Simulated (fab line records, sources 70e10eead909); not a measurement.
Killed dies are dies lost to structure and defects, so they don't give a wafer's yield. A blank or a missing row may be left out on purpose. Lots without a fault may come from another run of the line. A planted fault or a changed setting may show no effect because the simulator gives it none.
fab line records | flow nand_harc
record lots=6 wafers=16 last_day=33
route steps=1302 shown A_BLC@1110 END@1302
lots that met no fault: from a run of the same line without faults
start_h: hours from the record's first day to the start of the lot's first wafer shown | wait_h: hours since the lot's step before | " the same as in the row above | L1.1+2: a row that stands for several wafers | - no value, or no start given | * or withheld: withheld | < > ~ a bound
route shown NAME@n: a module of which the file shows steps, and the number in the route of the first | usual: mean/standard deviation of fault-free wafers | same: alike in all rows | chamber/n: place in a boat | sites: the reading at each site | _std_site: their standard deviation | _edge_site: outer sites' mean less inner sites' | radius_mm: how far each site lies from the wafer's centre | mask NAME#n: copy n | behind: the tool/chamber that last shaped the wafer | hold: why the lot was held/for how many hours/how that ended | device: the transistor (n, p or np) that didn't switch | end of line: the same wafers' tests at the end of the route | a step without rows: its recipe alone | killed: dies lost to structure and defects at the first sort, not the wafer's yield | map: a wafer's dies, x killed, . not, _ none there
set.NAME: the setting as run; set.NAME@STEP: as run at that earlier step | model.NAME: the simulator's own value behind a step, which no gauge read
lots at some steps of the route; a table a step, a row a wafer
services: from which hour (start_h, from the record's first day; less than 0 if before it) a tool's chamber was out of use, for how many hours, and why
## steps
# step NHARC_A_BLC_COAT_03
# recipe temp_c=225 time_s=65
# step NHARC_A_BLC_COAT_04
# recipe spin_rpm=1500 resist_thk_nm=90
# step NHARC_A_BLC_SOFTBAKE_05
# recipe temp_c=105 time_s=55
# step NHARC_A_BLC_EBR_06
# step NHARC_A_BLC_EXPOSE_07
# recipe na=1.35 target_cd_nm=100 dose_mj=67.97 mask_id=A_BLC
# step NHARC_A_BLC_PEB_08
# recipe peb_temp_c=100 peb_time_s=65
# step NHARC_A_BLC_DEVELOP_09
# recipe develop_time_s=35 dev_temp_c=23
# step NHARC_A_BLC_CD_MEAS_10
# recipe target_cd_nm=100 landing_energy_ev=500
# usual cd_nm=100.1/0.52
# columns lot.wafer tool chamber start_h wait_h cd_nm
L399.3 cd_sem-01 0 545.45 - 100.1
L399.5 " 0 " " 99.3
L399.6 " 0 " " 99.2
L407.2 cd_sem-03 0 619.83 - 99.7
L407.4 " 0 " " 99.8
L407.6 " 0 " " 99.7
L411.3 cd_sem-01 0 649.08 - 100.2
L411.4 " 0 " " 101.0
L411.6 " 0 " " 101.0
L415.1 cd_sem-02 0 700.01 - 101.1
L415.2 " 0 " " 100.9
L415.4 " 0 " " 101.3
L417.2 cd_sem-01 0 714.65 - 100.0
L417.3 " 0 " " 99.3
L419.3 cd_sem-01 0 734.53 - 99.8
L419.6 " 0 " " 99.9
# step NHARC_A_BLC_OVL_MEAS_11
# usual overlay_x_nm=-0.4/0.91 overlay_y_nm=0.1/0.86
# columns lot.wafer tool chamber start_h wait_h overlay_x_nm overlay_y_nm
L399.3 overlay-01 - 545.53 - -2.7 0.3
L399.5 " - " " -1.9 0.1
L399.6 " - " " -2.1 0.0
L407.2 overlay-02 - 619.92 - 0.2 -0.6
L407.4 " - " " 0.9 0.6
L407.6 " - " " 0.5 0.2
L411.3 overlay-01 - 649.16 - 0.4 1.0
L411.4 " - " " 0.3 1.2
L411.6 " - " " 0.5 1.5
L415.1 overlay-01 - 700.09 - 0.1 1.2
L415.2 " - " " -0.5 1.0
L415.4 " - " " 0.3 1.0
L417.2 overlay-02 - 714.73 - -1.4 1.5
L417.3 " - " " -1.9 1.9
L419.3 overlay-02 - 734.62 - 0.8 0.1
L419.6 " - " " 1.2 -0.5
# step NHARC_A_BLC_INSPECT_12
# usual raw_defect_count=76/39
# columns lot.wafer tool chamber start_h wait_h raw_defect_count
L399.3 defect_inspect-01 - 545.57 0.0 59
L399.5 " - " " 42
L399.6 " - " " 44
L407.2 defect_inspect-02 - 619.95 0.0 86
L407.4 " - " " 80
L407.6 " - " " 93
L411.3 defect_inspect-01 - 649.20 0.0 136
L411.4 " - " " 130
L411.6 " - " " 146
L415.1 defect_inspect-02 - 700.13 0.0 81
L415.2 " - " " 87
L415.4 " - " " 75
L417.2 defect_inspect-01 - 714.77 0.0 86
L417.3 " - " " 83
L419.3 defect_inspect-01 - 734.65 0.0 69
L419.6 " - " " 66
# step NHARC_A_BLC_DESCUM_15
# recipe time_s=3 o2_flow_sccm=200 ar_flow_sccm=0 bias_power_w=0 chemistry=O2
# usual drypump_motor_current_A=5.8/0.44 oes_product_au=0.997/0.0078 rf_vpp_V=57.9/0.86 showerhead_plenum_p_Torr=1.94/0.062 throttle_valve_pct=11.310/0.0096
# columns lot.wafer tool chamber start_h wait_h drypump_motor_current_A oes_product_au rf_hours_counter_h rf_vpp_V showerhead_plenum_p_Torr throttle_valve_pct
L399.3 rie_diel-12 3 545.64 0.1 5.9 0.998 7 58.9 2.00 11.309
L399.5 " 2 " " 5.4 0.999 - 57.9 1.91 11.302
L399.6 " 3 " " 5.9 0.988 - 58.3 1.99 11.304
L407.4 rie_diel-03 2 620.01 0.1 6.0 0.990 50 56.5 1.80 11.310
L407.2 " 1 " " 5.4 1.001 50 57.8 1.89 11.316
L407.6 " 3 " " 5.5 1.001 - 58.4 1.89 11.294
L411.4 rie_diel-10 1 649.28 0.1 5.7 1.000 2 58.3 2.03 11.310
L411.3 " 2 " " 6.2 0.999 3 57.1 1.93 11.309
L411.6 " 3 " " 6.7 1.002 - 57.3 1.87 11.295
L415.2 rie_diel-10 0 700.19 0.1 5.7 0.996 7 57.3 1.89 11.324
L415.1 " 1 " " 5.7 1.002 7 58.3 2.03 11.322
L415.4 " 2 " " 6.1 1.007 6 57.2 1.93 11.299
L417.2 rie_diel-12 1 714.84 0.1 5.1 0.993 7 58.7 1.93 11.313
L417.3 " 3 " " 5.9 0.985 7 59.5 1.99 11.317
L419.3 rie_diel-12 1 734.72 0.1 5.1 1.008 9 57.2 1.93 11.318
L419.6 " 1 " " 5.1 1.007 - 57.5 1.93 11.332
# step NHARC_A_BLC_ETCH_16
# recipe target_depth_a=390 over_etch_frac=0.3 time_s=65 ion_energy_ev=80 cf4_flow_sccm=150 ar_flow_sccm=0 rf_w=300 bias_w=100 chemistry=CF4
# usual bias_w=99.99/0.29 drypump_motor_current_A=5.8/0.42 oes_product_au=0.997/0.0082 rf_vpp_V=151.7/1 run_length_s=86.3/0.49 showerhead_plenum_p_Torr=1.79/0.054 throttle_valve_pct=13.284/0.0082
# columns lot.wafer tool chamber start_h wait_h bias_w drypump_motor_current_A oes_product_au rf_hours_counter_h rf_vpp_V run_length_s showerhead_plenum_p_Torr throttle_valve_pct
L399.3 rie_diel-12 1 545.73 0.1 100.08 5.1 0.990 9 151.7 86.1 1.79 13.280
L399.5 " 3 " " 99.95 5.9 0.995 - 152.6 86.2 1.84 13.285
L399.6 " 0 " " 99.39 5.9 0.984 - 152.6 85.7 1.86 13.287
L407.2 rie_diel-03 0 620.10 0.1 100.11 5.8 1.000 47 151.3 86.2 1.71 13.270
L407.4 " 1 " " 100.41 5.4 0.995 50 151.5 85.8 1.75 13.275
L407.6 " 0 " " 100.13 5.8 1.002 - 150.7 86.0 1.71 13.285
L411.3 rie_diel-10 0 649.34 0.1 99.99 5.7 0.991 3 152.5 86.6 1.75 13.271
L411.4 " 3 " " 100.11 6.7 0.994 3 152.1 87.0 1.73 13.273
L411.6 " 1 " " 100.41 5.7 0.992 - 153.0 86.9 1.87 13.284
L415.1 rie_diel-10 2 700.28 0.1 99.41 6.2 1.003 6 152.0 86.2 1.78 13.269
L415.4 " 3 " " 100.07 6.7 1.012 5 150.6 86.6 1.73 13.286
L415.2 " 0 " " 99.68 5.7 1.003 7 150.0 86.1 1.75 13.271
L417.2 rie_diel-12 1 714.93 0.1 99.64 5.0 0.995 7 151.3 86.2 1.78 13.270
L417.3 " 2 " " 100.31 5.3 1.005 7 150.7 86.2 1.76 13.268
L419.3 rie_diel-12 2 734.80 0.1 99.94 5.3 0.994 9 152.0 86.2 1.76 13.285
L419.6 " 2 " " 100.12 5.3 0.990 - 152.0 86.7 1.76 13.284
# step NHARC_A_BLC_ETCH_17
# recipe target_depth_a=3900 over_etch_frac=0.25 time_s=609.38 ion_energy_ev=200 n2_flow_sccm=150 h2_flow_sccm=150 ar_flow_sccm=0 rf_w=400 bias_w=150 chemistry=N2/H2
# usual bias_w=150.0/0.45 drypump_motor_current_A=5.8/0.43 n2_flow_sccm=150.0/0.46 oes_product_au=0.997/0.008 rf_vpp_V=431.4/2 run_length_s=630.7/0.54 showerhead_plenum_p_Torr=2.07/0.069 throttle_valve_pct=14.171/0.0097
# columns lot.wafer tool chamber start_h wait_h bias_w drypump_motor_current_A n2_flow_sccm oes_product_au rf_hours_counter_h rf_vpp_V run_length_s showerhead_plenum_p_Torr throttle_valve_pct model.A_BLC.cd_nm
L399.3 rie_diel-12 3 545.81 - 150.1 5.9 150.2 0.989 7 432.8 630.6 2.13 14.168 99.75
L399.6 " 3 " " 149.2 5.9 151.1 0.985 - 433.3 630.4 2.13 14.152 99.37
L399.5 " 0 " " 149.4 6.0 150.5 0.990 - 434.6 629.9 2.16 14.180 99.27
L407.4 rie_diel-03 1 620.19 - 149.6 5.4 150.7 0.992 50 430.4 629.8 2.02 14.182 98.51
L407.2 " 3 " " 149.8 5.5 149.4 1.000 48 430.3 630.7 2.01 14.191 99.61
L407.6 " 1 " " 149.5 5.4 150.7 1.001 - 430.5 629.9 2.02 14.173 98.26
L411.3 rie_diel-10 3 649.52 - 150.3 6.7 150.5 0.986 3 427.5 631.2 1.99 14.177 100
L411.4 " 0 " " 149.9 5.7 151.3 0.998 3 429.7 631.4 2.02 14.172 101.1
L411.6 " 1 " " 150.0 5.7 149.8 1.002 - 435.3 631.3 2.17 14.163 102.2
L415.2 rie_diel-10 1 700.37 - 150.5 5.6 149.4 1.000 7 434.8 631.6 2.17 14.166 100.9
L415.1 " 3 " " 150.3 6.7 149.8 1.005 5 428.6 631.4 1.99 14.169 99.67
L415.4 " 0 " " 150.2 5.7 150.2 1.004 7 430.4 630.5 2.02 14.167 101.8
L417.2 rie_diel-12 0 715.05 - 149.6 5.9 150.1 0.988 7 433.7 629.7 2.15 14.167 99.33
L417.3 " 2 " " 150.6 5.3 149.6 0.995 7 430.0 936.0 2.03 14.155 95.78
L419.3 rie_diel-12 1 734.89 - 149.8 5.1 149.9 1.003 9 430.8 936.0 2.06 14.187 93.58
L419.6 " 1 " " 149.7 5.1 149.1 0.998 - 431.5 630.9 2.06 14.166 99.02
# step NHARC_A_BLC_ETCH_18
# recipe target_depth_a=9100 c4f8_flow_sccm=20 o2_flow_sccm=10 ar_flow_sccm=withheld rf_w=600 bias_w=1500 chemistry=C4F8/O2/Ar
# usual bias_w=1501/4.5 oes_product_au=0.948/0.022 rf_vpp_V=980/4.3
# columns lot.wafer tool chamber start_h wait_h bias_w oes_product_au rf_hours_counter_h rf_vpp_V model.A_BLC.cd_nm
L399.3 rie_diel-12 0 - - 1503 0.961 9 986 100.2
L399.6 " 1 " " 1506 0.975 - 979 100.9
L399.5 " 2 " " 1497 0.954 - 977 97.71
L407.2 rie_diel-03 1 - - 1493 0.922 54 976 100.4
L407.4 " 2 " " 1502 0.928 52 970 97.76
L407.6 " 3 " " 1503 0.929 - 977 99.28
L411.4 rie_diel-10 0 - - 1502 0.965 3 977 99.49
L411.3 " 2 " " 1506 0.974 3 979 101.7
L411.6 " 0 " " 1503 0.964 - 976 99.69
L415.4 rie_diel-10 3 - - 1509 0.974 5 975 100.6
L415.1 " 0 " " 1499 0.964 7 978 98.84
L415.2 " 1 " " 1504 0.971 7 985 99.27
L417.2 rie_diel-12 2 - - 1505 0.970 7 978 100.4
L417.3 " 3 " " 1494 0.972 7 982 95.2
L419.3 rie_diel-12 1 - - 1499 0.963 9 980 92.67
L419.6 " 2 " " 1502 0.971 - 978 99.26
# step NHARC_A_BLC_CD_MEAS_19
# usual cd_nm=100.0/1.6
# columns lot.wafer tool chamber start_h wait_h cd_nm
L399.3 cd_sem-03 - 546.61 - 100.2
L399.5 " - " " 97.8
L399.6 " - " " 101.1
L407.2 cd_sem-01 - 623.74 - 100.6
L407.4 " - " " 97.8
L407.6 " - " " 99.4
L411.3 cd_sem-02 - 650.24 - 101.9
L411.4 " - " " 99.3
L411.6 " - " " 99.7
L415.1 cd_sem-01 - 701.16 - 99.3
L415.2 " - " " 99.7
L415.4 " - " " 100.7
L417.2 cd_sem-02 - 715.80 - 100.5
L417.3 " - " " 95.2
L419.3 cd_sem-02 - 735.69 - 93.0
L419.6 " - " " 99.3
# step NHARC_A_BLC_STRIP_29
# recipe cf4_flow_sccm=150 ar_flow_sccm=0 bias_w=0 chemistry=CF4
# usual drypump_motor_current_A=5.8/0.43 oes_product_au=0.996/0.008 rf_vpp_V=59.5/0.86 showerhead_plenum_p_Torr=1.79/0.056 throttle_valve_pct=13.285/0.011
# same bias_w=0
# columns lot.wafer tool chamber start_h wait_h drypump_motor_current_A oes_product_au rf_hours_counter_h rf_vpp_V showerhead_plenum_p_Torr throttle_valve_pct
L399.3 rie_diel-12 3 546.68 0.1 5.9 0.988 7 60.4 1.84 13.275
L399.6 " 3 " " 5.9 0.989 - 59.2 1.84 13.300
L399.5 " 0 " " 6.0 0.982 - 60.1 1.86 13.280
L407.2 rie_diel-10 0 623.82 0.1 5.7 0.997 1 59.6 1.75 13.269
L407.4 " 1 " " 5.7 1.005 1 59.6 1.87 13.283
L407.6 " 0 " " 5.7 0.999 - 59.0 1.75 13.286
L411.3 rie_diel-12 1 650.32 0.1 5.1 1.001 1 60.4 1.79 13.296
L411.4 " 2 " " 5.3 0.996 1 60.5 1.76 13.284
L411.6 " 0 " " 5.9 0.997 - 59.9 1.86 13.278
L415.4 rie_diel-12 0 701.25 0.1 6.0 0.978 5 60.7 1.86 13.287
L415.2 " 1 " " 5.1 0.995 6 60.1 1.79 13.288
L415.1 " 2 " " 5.3 0.993 5 60.3 1.76 13.293
L417.2 rie_diel-10 1 715.87 0.1 5.7 1.002 8 62.1 1.87 13.289
L417.3 " 3 " " 6.7 0.994 6 59.7 1.73 13.296
L419.3 rie_diel-10 1 735.76 0.1 5.6 1.000 9 59.8 1.87 13.273
L419.6 " 1 " " 5.7 1.001 - 60.3 1.87 13.255
# step NHARC_END_SORT_01
# recipe temp_c=25
# usual killed_at_array=50/18 killed_at_other=0.8/1.1 killed_at_periphery=4.1/2.9 killed_dies=55/18 killed_open=3.5/1.9 killed_short=2.4/1.5
# same gross_dies=677
# columns lot.wafer tool chamber start_h wait_h killed_at_array killed_at_other killed_at_periphery killed_dies killed_open killed_short
L407.2 prober-02 0 670.95 2.8 49 4 6 59 7 2
L407.4 prober-02 0 672.59 3.5 58 2 6 66 7 1
L407.6 prober-02 0 674.22 4.1 57 2 4 63 4 2
# killed by level:class
L407.2 A_SLIT:chamber_film_flake=18 A_CHANNEL_HOLE_D2:chamber_film_flake=13 A_CHANNEL_HOLE_D1:chamber_film_flake=5 A_STAIRCASE:chamber_film_flake=4 THIN_TSV:chamber_film_flake=4 A_CONTACT:chamber_film_flake=3 P_M2:chamber_film_flake=2 P_GATE:geometric_particle:open=1
L407.4 A_SLIT:chamber_film_flake=21 A_CHANNEL_HOLE_D2:chamber_film_flake=16 A_CHANNEL_HOLE_D1:chamber_film_flake=7 A_CONTACT:chamber_film_flake=6 A_CONTACT:geometric_particle:open=2 P_M2:chamber_film_flake=2 A_STAIRCASE:chamber_film_flake=2 P_CONTACT:geometric_particle:open=1
L407.6 A_SLIT:chamber_film_flake=25 A_CHANNEL_HOLE_D2:chamber_film_flake=17 A_STAIRCASE:chamber_film_flake=5 A_WL_FILL:chamber_film_flake=2 THIN_TSV:chamber_film_flake=2 P_M0:geometric_particle:open=1 A_DECK1_JOINT:geometric_particle:open=1 A_DECK1_JOINT:geometric_particle:short=1
## services
# columns tool chamber start_h hours kind
rie_diel-12 0 528.19 - clean
rie_diel-12 1 528.19 - clean
rie_diel-12 2 528.19 - clean
rie_diel-12 3 528.19 - clean
rie_diel-12 0 552.69 - clean
rie_diel-12 1 552.69 - clean
rie_diel-12 2 552.69 - clean
rie_diel-12 3 552.69 - clean
rie_diel-03 0 553.36 10.5 repair
rie_diel-03 3 575.73 3.7 repair
rie_diel-12 0 577.19 - clean
rie_diel-12 1 577.19 - clean
rie_diel-12 2 577.19 - clean
rie_diel-12 3 577.19 - clean
rie_diel-10 - 596.59 9.0 pm
rie_diel-12 0 601.79 - clean
rie_diel-12 1 601.79 - clean
rie_diel-12 - 622.69 9.0 pm
rie_diel-03 - 635.49 9.0 pm
rie_diel-03 0 655.64 12.1 repair
rie_diel-03 3 657.69 11.8 repair
rie_diel-10 2 665.03 3.1 repair
rie_diel-10 3 676.25 7.9 repair
rie_diel-03 3 721.07 5.0 repair
## key
first_sign step=NHARC_A_BLC_ETCH_17 reading=run_length_s direction=up sigmas=99+ usual=* struck=*
effect step=NHARC_A_BLC_CD_MEAS_19 reading=cd_nm direction=down sigmas=3.9 usual=100.0 struck=94.1
model_effect step=NHARC_A_BLC_ETCH_17 value=A_BLC.cd_nm without=99.26 struck=94.68
model_effect step=NHARC_A_BLC_ETCH_18 value=A_BLC.cd_nm without=98.52 struck=93.94
met_at NHARC_A_BLC_ETCH_17
struck_wafers L417.3,L419.3
tester_left_out L417,L419
onset_between 545.81 715.05
fault kind=process_parameter_drift tool=rie_diel-12 chamber=- onset_h=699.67 steps=NHARC_A_BLC_ETCH_17 channel=time_s offset=* shape=step end_h=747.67 scope=struck_wafers_only acts_in=* stated=*
# tester_left_out: of these lots the tester's yield and bins aren't shown, on N5 and GAA mostly nor the transistor test; their killed dies are dies lost to structure and defects alone, not to doping, threshold or leakage, so they don't give the yield
